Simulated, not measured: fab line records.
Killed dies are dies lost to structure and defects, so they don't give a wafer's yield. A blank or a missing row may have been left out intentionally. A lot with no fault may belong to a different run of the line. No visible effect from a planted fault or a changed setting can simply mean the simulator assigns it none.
Split-lot trial | flow n5 finfet | 21 wafers read from 7 lots, route of 1938 steps

ABOUT THE SPLIT
At N5_BEOL_M14_ILD_DEP_00 (deposits SiO2 from TEOS/O2, target thk 1119.3 nm, time 237.4 s), the setting time s was moved away from the recipe's 237.4 s on 8 of the 21 wafers read, by -7.9% to +12.4%. This setting was run at the recipe's value on the other wafers.

No step appears in the file between the split and the reading.

THE READING
M14_ILD_THK, in nm, at N5_BEOL_M14_THK_MEAS_01. Fault-free wafers of this fab line usually give 1120 nm, standard deviation 16 nm.

wafer  | tool, chamber at the split | time s as run, s | against the recipe | M14_ILD_THK, nm | against lot-mates on the recipe
L075.1 | pecvd-01, 0                | 237.4            | recipe             | 1096            | -
L075.2 | pecvd-01, 2                | 237.4            | recipe             | 1136            | -
L075.4 | pecvd-01, 0                | 237.4            | recipe             | 1113            | -
L086.2 | pecvd-04, 0                | 237.4            | recipe             | 1081            | -
L086.3 | pecvd-04, 1                | 237.4            | recipe             | 1102            | -
L086.4 | pecvd-04, 1                | 237.4            | recipe             | 1119            | -
L087.2 | pecvd-03, 1                | 218.7            | -7.9%              | 1037            | -107
L087.4 | pecvd-03, 2                | 218.7            | -7.9%              | 1053            | -91
L087.5 | pecvd-03, 0                | 237.4            | recipe             | 1144            | -
L092.2 | pecvd-03, 0                | 237.4            | recipe             | 1125            | -
L092.3 | pecvd-03, 1                | 237.4            | recipe             | 1114            | -
L092.5 | pecvd-03, 0                | 237.4            | recipe             | 1133            | -
L090.1 | pecvd-03, 1                | 255.3            | +7.5%              | 1203            | no lot-mate on the recipe
L090.3 | pecvd-03, 0                | 255.3            | +7.5%              | 1200            | no lot-mate on the recipe
L090.4 | pecvd-03, 1                | 255.3            | +7.5%              | 1232            | no lot-mate on the recipe
L091.1 | pecvd-03, 0                | 266.8            | +12.4%             | 1246            | +123
L091.3 | pecvd-03, 2                | 266.8            | +12.4%             | 1242            | +119
L091.5 | pecvd-03, 2                | 237.4            | recipe             | 1123            | -
L093.1 | pecvd-04, 1                | 237.4            | recipe             | 1100            | -
L093.4 | pecvd-04, 2                | 249.9            | +5.3%              | 1173            | +63
L093.5 | pecvd-04, 1                | 237.4            | recipe             | 1120            | -

FIT RESULTS
A straight line over all 21 wafers: M14_ILD_THK changes by +10.5 nm for each +1% of time s; r = +0.96; the points scatter about the line by 17 nm.
The same after taking each lot's own level away (the mean of its wafers on the recipe; 18 wafers): +10.7 nm for each +1%; r = +0.98; scatter 13 nm.
According to that fit, moving time s by its largest amount changes the reading by 1.3e+02 nm.
Measured against the standard deviation above, the lots' own levels, which go from 1100.7 to 1144.0 nm, span 2.7 times it.
So the lot-to-lot level changes the slope little: the two slopes agree.
Check: for one of the wafers moved furthest among these (+12.4%), held out of the fit, the line's prediction against its lot-mates is +135 nm. It came out at +123 nm against them.

FURTHER SPLITS ON THESE WAFERS
These wafers also went through other splits before the reading. Each is held against what the fit with the lots' levels taken away leaves over:
other split on the same wafers        | wafers away from the commonest value | r with M14_ILD_THK (lot level and that fit taken away)
N5_BEOL_M10_COAT_63 spin rpm          | 8                                    | -0.44
N5_BEOL_M10_DEVELOP_27 develop time s | 7                                    | -0.19
N5_BEOL_M11_COAT_05 spin rpm          | 5                                    | -0.34
N5_BEOL_M11_EXPOSE_08 dose mj         | 8                                    | +0.07
N5_BEOL_M13_SPUTTER_43 time s         | 7                                    | -0.30

THE WHOLE CHAIN: every reading that the file lists as answering this split, in the file's order
step                    | what it does                                                   | reading                                                                             | change (the file's fit)              | r (the file's)
N5_BEOL_M14_ILD_DEP_00  | deposits SiO2 from TEOS/O2, target thk 1119.3 nm, time 237.4 s | SiO2_of_BEOL_M14_ILD_DEP_00.thk nm (the simulator's own value, which no gauge read) | +10.8 nm for each +1% of the setting | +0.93
N5_BEOL_M14_THK_MEAS_01 |                                                                | M14_ILD_THK                                                                         | +10.8 for each +1% of the setting    | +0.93

THE FILE'S OWN FIT
M14_ILD_THK changes by +10.8 nm for each +1% of time s, r = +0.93.
